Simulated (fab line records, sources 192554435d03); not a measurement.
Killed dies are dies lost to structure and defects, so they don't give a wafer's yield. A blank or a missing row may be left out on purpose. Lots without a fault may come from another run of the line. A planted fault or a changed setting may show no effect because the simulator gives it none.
Chamber matching | flow n5_finfet | N5_SDB_CMP_30 on cmp-02: 4 sister chambers
The step polishes, stops on poly-Si, t overpolish 1.54 s, target thk 30 nm. 4 wafers are shown with their chamber, then 10 later ones without.

WAFERS WITH THEIR CHAMBER
wafer  | chamber | motor_current_A (A)
L088.3 | 2       | 11.7
L093.5 | 1       | 11.5
L094.2 | 0       | 11.9
L094.5 | 3       | 13.5

WAFERS WITHOUT THEIR CHAMBER
wafer  | motor_current_A (A)
L094.6 | 11.5
L095.1 | 12.1
L095.2 | 12.8
L095.4 | 12.8
L096.4 | 11.6
L096.5 | 11.4
L096.6 | 10.9
L097.1 | 12.1
L097.2 | 12.1
L097.6 | 11.3

WHICH CHAMBER EACH WENT THROUGH
wafer  | from the rows above               | in truth
L094.6 | can't be placed: 1 or 2 or 0      | 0
L095.1 | can't be placed: 0 or 2 or 1      | 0
L095.2 | can't be placed: 3 or 0 or 2 or 1 | 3
L095.4 | can't be placed: 3 or 0 or 2 or 1 | 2
L096.4 | can't be placed: 1 or 2 or 0      | 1
L096.5 | can't be placed: 1 or 2 or 0      | 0
L096.6 | can't be placed: 1 or 2 or 0      | 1
L097.1 | can't be placed: 0 or 2 or 1      | 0
L097.2 | can't be placed: 0 or 2 or 1      | 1
L097.6 | can't be placed: 1 or 2 or 0      | 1
Placed correctly: 0 of 10. Can't be placed from these rows: 10 (the true chamber is among the candidates in 10). Placed wrongly: 0.
How it was worked out, from the rows above alone: a wafer's distance from a chamber is the root of the sum, over the readings, of the square of ((its reading less the chamber's mean) divided by the reading's scatter). The wafer belongs to the nearest chamber; if the next one is less than 2 further off, it can't be placed. A chamber's mean is the mean of its shown wafers. The scatter: with one shown wafer a chamber, the root of the mean of the squares of how far each hidden wafer lies from its nearest shown one.
